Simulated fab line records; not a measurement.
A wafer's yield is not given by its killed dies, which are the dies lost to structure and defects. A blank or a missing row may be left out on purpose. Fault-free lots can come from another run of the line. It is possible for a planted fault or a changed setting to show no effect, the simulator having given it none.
Which of the tools did it?    flow nandHarc    13 lots, 38 wafers sampled, at 5 steps of a route of 1159

## WHAT EACH GAUGE READ, for each wafer
NHARC_THIN_TSV_CD_MEAS_16. Usual: cdNm reads 1000.3 nm (standard deviation 1.6).
lot   measured      on        cdNm (nm)             flag
L519  day 19 05:50  cdSem-03  1001.1 999.3 1000.6   
L520  day 20 01:29  cdSem-02  998.8 1000.5 999.6    
L524  day 20 20:26  cdSem-01  1003.9 1003.1 1001.8  
L525  day 20 21:31  cdSem-01  1000.1 1000.2 1001.2  
L527  day 21 10:32  cdSem-01  1003.0 1000.3 1002.6  
L526  day 21 11:44  cdSem-02  1001.5 1000.1 998.9   
L530  day 21 14:56  cdSem-01  1002.7 1001.9 1001.6  
L529  day 22 00:15  cdSem-03  999.1 1000.4 998.9    
L533  day 22 22:47  cdSem-02  999.0 999.0           
L535  day 23 07:20  cdSem-02  998.1 997.2 996.2     
L539  day 23 16:40  cdSem-03  999.7 1001.3 1000.1   
L537  day 23 23:55  cdSem-03  1000.7 1000.8 1000.2  
L536  day 24 01:01  cdSem-02  1000.5 1000.7 1000.6  

NHARC_END_SORT_01. Usual: defectLimitedYield 95.7 %, standard deviation 1.5; killedAtArray 26, standard deviation 9.9; killedAtOther 0.8, standard deviation 1; killedAtPeriphery 2.8, standard deviation 2.2; killedDies 29, standard deviation 9.9; killedOpen 3.2, standard deviation 1.8; killedShort 2.1, standard deviation 1.4; sort_bin_2_pct 1.3 %, standard deviation 0.54; sort_bin_3_pct 0.23 %, standard deviation 0.2; sort_bin_4_pct 2.8 %, standard deviation 1; sortNPass 648, standard deviation 9.9; sortRimYieldPct 95 %, standard deviation 3.5; sortYieldPct 95.7 %, standard deviation 1.5.
lot   measured      on         defectLimitedYield (%)  killedAtArray  killedAtOther  killedAtPeriphery  killedDies  killedOpen  killedShort  sort_bin_2_pct (%)  sort_bin_3_pct (%)  sort_bin_4_pct (%)  sortNPass    sortRimYieldPct (%)  sortYieldPct (%)  flag
L519  day 19 19:42  prober-01  98.5 98.5 97.8          9 10 13        0 0 0          1 0 2              10 10 15    0 1 4       3 1 3        0.6 0.4 0.9         0.15 0.30 0         0.7 0.7 1.3         667 667 662  98 100 99            98.5 98.5 97.8    
L520  day 20 16:10  prober-01  96.3 96.5 96.6          19 20 22       1 4 1          5 0 0              25 24 23    4 1 0       3 1 1        1.2 0.7 0.7         0.30 0 0.15         2.2 2.8 2.5         652 653 654  92 95 98             96.3 96.5 96.6    
L524  day 21 11:05  prober-01  92.6 93.4 94.1          48 42 35       0 1 1          2 2 4              50 45 40    3 3 2       3 0 5        2.2 1.8 2.5         0.59 0.15 0         4.6 4.7 3.4         627 632 637  93 88 92             92.6 93.4 94.1    
L525  day 21 18:07  prober-02  96.3 97.3 97.2          24 16 17       0 1 2          1 1 0              25 18 19    4 2 1       3 3 0        1.2 1.3 1.0         0.30 0.15 0.15      2.2 1.2 1.6         652 659 658  96 99 99             96.3 97.3 97.2    
L527  day 22 00:26  prober-02  93.5 95.0 95.0          43 30 31       0 2 0          1 2 3              44 34 34    3 0 4       1 1 0        1.5 1.6 2.1         0.44 0.15 0.44      4.6 3.2 2.5         633 643 643  94 90 97             93.5 95.0 95.0    
L526  day 22 01:08  prober-01  97.5 97.0 97.0          15 19 18       1 0 0          1 1 2              17 20 20    3 2 1       2 3 0        0.4 0.6 1.2         0.30 0.30 0.30      1.8 2.1 1.5         660 657 657  99 98 97             97.5 97.0 97.0    
L530  day 22 08:06  prober-01  98.1 96.8 96.8          12 21 19       0 0 0          1 1 3              13 22 22    2 6 6       2 4 7        1.0 0.6 1.0         0.15 0.15 0.15      0.7 2.5 2.1         664 655 655  97 96 99             98.1 96.8 96.8    
L529  day 22 16:44  prober-01  94.2 94.4 94.5          35 36 35       1 0 0          3 2 2              39 38 37    4 2 4       3 1 1        1.6 1.3 1.8         0.30 0.59 0.30      3.8 3.7 3.4         638 639 640  94 93 92             94.2 94.4 94.5    
L535  day 24 00:08  prober-01  95.0 97.9 97.9          29 12 12       2 1 1          3 1 1              34 14 14    5 3 1       2 3 1        1.3 0.6 0.6         0.15 0 0.15         3.5 1.5 1.3         643 663 663  93 100 98            95.0 97.9 97.9    
L539  day 24 07:27  prober-02  95.4 95.4 96.2          20 26 20       3 2 1          8 3 5              31 31 26    3 3 0       0 1 2        1.5 1.2 1.5         0.44 0.30 0.44      2.7 3.1 1.9         646 646 651  96 93 95             95.4 95.4 96.2    
L537  day 24 16:04  prober-02  94.7 93.9 93.9          33 39 35       1 2 3          2 0 3              36 41 41    1 1 2       3 1 2        0.9 1.9 1.0         0.59 0.44 0.74      3.8 3.7 4.3         641 636 636  93 99 99             94.7 93.9 93.9    
L536  day 24 15:25  prober-01  93.5 92.6 93.2          41 49 44       0 1 0          3 0 2              44 50 46    5 3 0       2 3 3        2.1 2.1 2.5         0.44 0.74 0         4.0 4.6 4.3         633 627 631  86 81 92             93.5 92.6 93.2    

## WHAT TOOL EACH LOT RAN ON (gives the tool, then ch and the chambers of the sampled wafers, and finally the start)
lot   NHARC_THIN_TSV_CMP_01          NHARC_THIN_TSV_DEGAS_49      NHARC_THIN_TSV_ANNEAL_58
L519  cmp-01 ch 1,3, day 19 03:33    pvdSputter-01, day 19 07:39  furnace-07 ch 0, day 19 15:14
L520  cmp-03 ch 0,2, day 19 23:14    pvdSputter-02, day 20 03:23  furnace-01 ch 0, day 20 10:52
L524  cmp-02 ch 0,1,3, day 20 18:08  pvdSputter-03, day 20 22:18  furnace-06 ch 0, day 21 05:45
L525  cmp-02 ch 0,2,3, day 20 19:21  pvdSputter-03, day 20 23:24  furnace-06 ch 0, day 21 05:45
L527  cmp-03 ch 0,3, day 21 08:23    pvdSputter-01, day 21 12:23  furnace-06 ch 0, day 21 19:53
L526  cmp-02 ch 0,2,3, day 21 09:37  pvdSputter-03, day 21 13:37  furnace-06 ch 0, day 21 19:53
L530  cmp-03 ch 1,2,3, day 21 12:45  pvdSputter-01, day 21 16:57  furnace-06 ch 0, day 22 00:11
L529  cmp-03 ch 0,1,3, day 21 21:58  pvdSputter-02, day 22 02:14  furnace-07 ch 0, day 22 08:53
L533  cmp-01 ch 3, day 22 20:30      pvdSputter-01, day 23 00:50  furnace-06 ch 0, day 23 08:11
L535  cmp-02 ch 1,3, day 23 05:10    pvdSputter-03, day 23 09:10  furnace-01 ch 0, day 23 18:50
L539  cmp-01 ch 2,3, day 23 14:24    pvdSputter-02, day 23 19:20  furnace-07 ch 0, day 24 02:59
L537  cmp-01 ch 0,3, day 23 21:38    pvdSputter-03, day 24 01:43  furnace-01 ch 0, day 24 09:17
L536  cmp-01 ch 0,3, day 23 22:51    pvdSputter-02, day 24 02:51  furnace-01 ch 0, day 24 09:17
- NHARC_THIN_TSV_CMP_01: polishes.
- NHARC_THIN_TSV_DEGAS_49: time 120 s.
- NHARC_THIN_TSV_ANNEAL_58: time 1800 s.

## WHAT THE TOOLS THEMSELVES READ (means of the sampled wafers that have a number; where no wafer has one, the mark that the record gives instead)
NHARC_THIN_TSV_CMP_01. Usual: edgeZonePressureFrac 1.000, standard deviation 0.0054; motorCurrentA 11.9 A, standard deviation 1.
lot   tool    edgeZonePressureFrac  motorCurrentA (A)  flag
L519  cmp-01  0.997                 11.5               
L520  cmp-03  0.997                 12.6               
L524  cmp-02  0.996                 13.2               
L525  cmp-02  1.000                 12.5               
L527  cmp-03  0.997                 12.2               
L526  cmp-02  1.005                 12.5               
L530  cmp-03  1.001                 12.3               
L529  cmp-03  0.998                 12.6               
L533  cmp-01  0.994                 11.1               
L535  cmp-02  0.999                 13.2               
L539  cmp-01  1.001                 10.4               
L537  cmp-01  1.001                 12.1               
L536  cmp-01  1.002                 11.7               

NHARC_THIN_TSV_DEGAS_49. Usual: heaterPowerW reads 469 W (standard deviation 52).
lot   tool           heaterPowerW (W)  flag
L519  pvdSputter-01  474               
L520  pvdSputter-02  421               
L524  pvdSputter-03  477               
L525  pvdSputter-03  538               
L527  pvdSputter-01  460               
L526  pvdSputter-03  434               
L530  pvdSputter-01  498               
L529  pvdSputter-02  455               
L533  pvdSputter-01  486               
L535  pvdSputter-03  417               
L539  pvdSputter-02  436               
L537  pvdSputter-03  475               
L536  pvdSputter-02  460               

NHARC_THIN_TSV_ANNEAL_58. Usual: spikeTcBottomC 424.1 C, standard deviation 2.2; spikeTcCentreC 402.2 C, standard deviation 1.2; spikeTcLowerC 399.9 C, standard deviation 1.3; spikeTcTopC 427.8 C, standard deviation 1.6; spikeTcUpperC 399.9 C, standard deviation 0.94; tubeCenterTempC 400 C, standard deviation 0.035; zonePowerCentrePct 4.81 %, standard deviation 0.28.
lot   tool        spikeTcBottomC (C)  spikeTcCentreC (C)  spikeTcLowerC (C)  spikeTcTopC (C)  spikeTcUpperC (C)  tubeCenterTempC (C)  zonePowerCentrePct (%)  flag
L519  furnace-07  427.1               402.0               400.5              428.9            399.2              400                  5.23                    
L520  furnace-01  421.7               400.9               398.8              429.4            400.3              400                  4.50                    
L524  furnace-06  423.5               403.4               399.0              425.8            400.9              400                  4.73                    
L525  furnace-06  424.1               403.3               400.2              426.3            399.8              400                  4.77                    
L527  furnace-06  423.7               402.3               400.3              428.1            399.7              400                  4.74                    
L526  furnace-06  423.8               403.2               400.1              426.9            401.1              400                  4.76                    
L530  furnace-06  447.1               424.3               422.5              448.4            423.3              400                  5.12                    OFF
L529  furnace-07  425.9               402.2               401.4              428.4            398.9              400                  5.30                    
L533  furnace-06  446.5               425.6               423.5              448.1            422.9              400                  5.12                    OFF
L535  furnace-01  421.6               401.9               398.3              429.8            400.1              400                  4.51                    
L539  furnace-07  427.3               402.1               401.5              427.3            398.8              400                  5.21                    
L537  furnace-01  421.1               400.5               398.2              430.0            400.6              400                  4.54                    
L536  furnace-01  420.6               402.0               398.1              428.8            399.9              400                  4.52                    

## THE ANSWER, worked out from the rows above alone
Rule: lot off if the mean of its wafers having a number is beyond 3 standard deviations from the usual mean. Also off: a lot with no number at a reading for which 4 or more lots have one. Where the step has rows for the other lots, those lots are counted as sound. First the gauges in route order, then the tools' own readings, where a lot's mean is used as printed above. At the first step where some lot is off, the reading lying furthest off is the one used; lots without a number count as furthest.
Off at NHARC_THIN_TSV_ANNEAL_58 (spikeTcUpperC): L530, L533.
A tool fits if, at that step or a process step before it, it ran every lot that is off, and no sound lot after the first of them. Undecided on this evidence; 2 tools fit (pvdSputter-01 at NHARC_THIN_TSV_DEGAS_49, furnace-06 at NHARC_THIN_TSV_ANNEAL_58).

## WHAT THE SIMULATOR HAD PUT IN
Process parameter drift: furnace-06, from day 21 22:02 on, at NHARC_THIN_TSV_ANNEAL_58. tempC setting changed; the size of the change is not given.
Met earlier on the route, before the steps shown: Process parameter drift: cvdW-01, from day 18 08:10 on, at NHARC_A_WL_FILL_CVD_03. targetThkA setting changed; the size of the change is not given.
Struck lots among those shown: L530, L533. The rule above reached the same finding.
